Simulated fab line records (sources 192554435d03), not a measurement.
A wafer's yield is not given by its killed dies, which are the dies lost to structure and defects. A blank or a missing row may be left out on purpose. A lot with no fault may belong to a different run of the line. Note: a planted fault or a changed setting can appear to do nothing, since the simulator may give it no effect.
Matching of chambers / flow n5_finfet / 4 sister chambers for N5_BEOL_M15_ETCH_61 on rie_diel-05
The step etches BARC in N2/H2, target depth 89 nm, overetch 26.7 nm, time 67.9 s. 16 wafers are shown with their chamber, then 8 later ones without.

== EACH WAFER AND ITS CHAMBER ==
wafer=L079.1; chamber=0; showerhead_plenum_p_Torr (Torr)=2.50; throttle_valve_pct (%)=18.04; rf_vpp_V (V)=523.3
wafer=L079.2; chamber=1; showerhead_plenum_p_Torr (Torr)=2.48; throttle_valve_pct (%)=17.69; rf_vpp_V (V)=522.6
wafer=L079.6; chamber=1; showerhead_plenum_p_Torr (Torr)=2.48; throttle_valve_pct (%)=17.68; rf_vpp_V (V)=523.6
wafer=L077.1; chamber=1; showerhead_plenum_p_Torr (Torr)=2.48; throttle_valve_pct (%)=17.71; rf_vpp_V (V)=522.9
wafer=L077.3; chamber=3; showerhead_plenum_p_Torr (Torr)=2.54; throttle_valve_pct (%)=18.01; rf_vpp_V (V)=522.9
wafer=L077.5; chamber=3; showerhead_plenum_p_Torr (Torr)=2.54; throttle_valve_pct (%)=18.00; rf_vpp_V (V)=524.2
wafer=L081.3; chamber=2; showerhead_plenum_p_Torr (Torr)=2.57; throttle_valve_pct (%)=17.65; rf_vpp_V (V)=525.5
wafer=L081.4; chamber=3; showerhead_plenum_p_Torr (Torr)=2.54; throttle_valve_pct (%)=18.01; rf_vpp_V (V)=522.5
wafer=L081.5; chamber=0; showerhead_plenum_p_Torr (Torr)=2.50; throttle_valve_pct (%)=18.03; rf_vpp_V (V)=523.7
wafer=L085.1; chamber=3; showerhead_plenum_p_Torr (Torr)=2.53; throttle_valve_pct (%)=18.01; rf_vpp_V (V)=522.9
wafer=L085.2; chamber=1; showerhead_plenum_p_Torr (Torr)=2.47; throttle_valve_pct (%)=17.70; rf_vpp_V (V)=520.9
wafer=L085.6; chamber=2; showerhead_plenum_p_Torr (Torr)=2.57; throttle_valve_pct (%)=17.65; rf_vpp_V (V)=524.8
wafer=L087.3; chamber=0; showerhead_plenum_p_Torr (Torr)=2.49; throttle_valve_pct (%)=17.65; rf_vpp_V (V)=521.7
wafer=L087.5; chamber=3; showerhead_plenum_p_Torr (Torr)=2.53; throttle_valve_pct (%)=18.04; rf_vpp_V (V)=524.5
wafer=L087.6; chamber=0; showerhead_plenum_p_Torr (Torr)=2.49; throttle_valve_pct (%)=17.66; rf_vpp_V (V)=522.3
wafer=L088.1; chamber=3; showerhead_plenum_p_Torr (Torr)=2.53; throttle_valve_pct (%)=18.04; rf_vpp_V (V)=521.9

SIGNATURES (means of the wafers above)
reading=showerhead_plenum_p_Torr; chamber 0=2.4950; chamber 1=2.4775; chamber 2=2.5700; chamber 3=2.5350; scatter within a chamber=0.0052
reading=throttle_valve_pct; chamber 0=17.8450; chamber 1=17.6950; chamber 2=17.6500; chamber 3=18.0183; scatter within a chamber=0.11
reading=rf_vpp_V; chamber 0=522.750; chamber 1=522.500; chamber 2=525.150; chamber 3=523.150; scatter within a chamber=0.989
Rule: a wafer lies at a distance from a chamber equal to the root of the sum of squares, over the readings, of (its reading less the chamber's mean, divided by the reading's scatter). If the next closest chamber is less than 2 further off than the closest, the wafer can't be placed; otherwise it belongs to the closest. How the scatter is found: for the shown wafers, subtract from each reading the mean of its chamber, square and add these, divide the total by (wafers less chambers), then take the root.

== WAFERS WITH NO CHAMBER GIVEN ==
wafer=L088.2; showerhead_plenum_p_Torr (Torr)=2.47; throttle_valve_pct (%)=17.73; rf_vpp_V (V)=520.7
wafer=L088.5; showerhead_plenum_p_Torr (Torr)=2.49; throttle_valve_pct (%)=17.65; rf_vpp_V (V)=523.3
wafer=L089.1; showerhead_plenum_p_Torr (Torr)=2.47; throttle_valve_pct (%)=17.74; rf_vpp_V (V)=523.0
wafer=L089.3; showerhead_plenum_p_Torr (Torr)=2.49; throttle_valve_pct (%)=17.65; rf_vpp_V (V)=523.0
wafer=L089.4; showerhead_plenum_p_Torr (Torr)=2.53; throttle_valve_pct (%)=18.04; rf_vpp_V (V)=522.0
wafer=L092.2; showerhead_plenum_p_Torr (Torr)=2.53; throttle_valve_pct (%)=18.06; rf_vpp_V (V)=522.8
wafer=L092.5; showerhead_plenum_p_Torr (Torr)=2.47; throttle_valve_pct (%)=17.75; rf_vpp_V (V)=521.7
wafer=L092.6; showerhead_plenum_p_Torr (Torr)=2.56; throttle_valve_pct (%)=17.68; rf_vpp_V (V)=523.5

== CHAMBER TAKEN BY EACH ==
wafer=L088.2; from the rows above=1; in truth=1
wafer=L088.5; from the rows above=can't be placed: 0 or 1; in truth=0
wafer=L089.1; from the rows above=1; in truth=1
wafer=L089.3; from the rows above=can't be placed: 0 or 1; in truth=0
wafer=L089.4; from the rows above=3; in truth=3
wafer=L092.2; from the rows above=3; in truth=3
wafer=L092.5; from the rows above=1; in truth=1
wafer=L092.6; from the rows above=2; in truth=2
6 of 8 placed correctly. Cannot be placed on the basis of these rows: 2; the candidates contain the true chamber in 2. Number placed wrongly: 0.
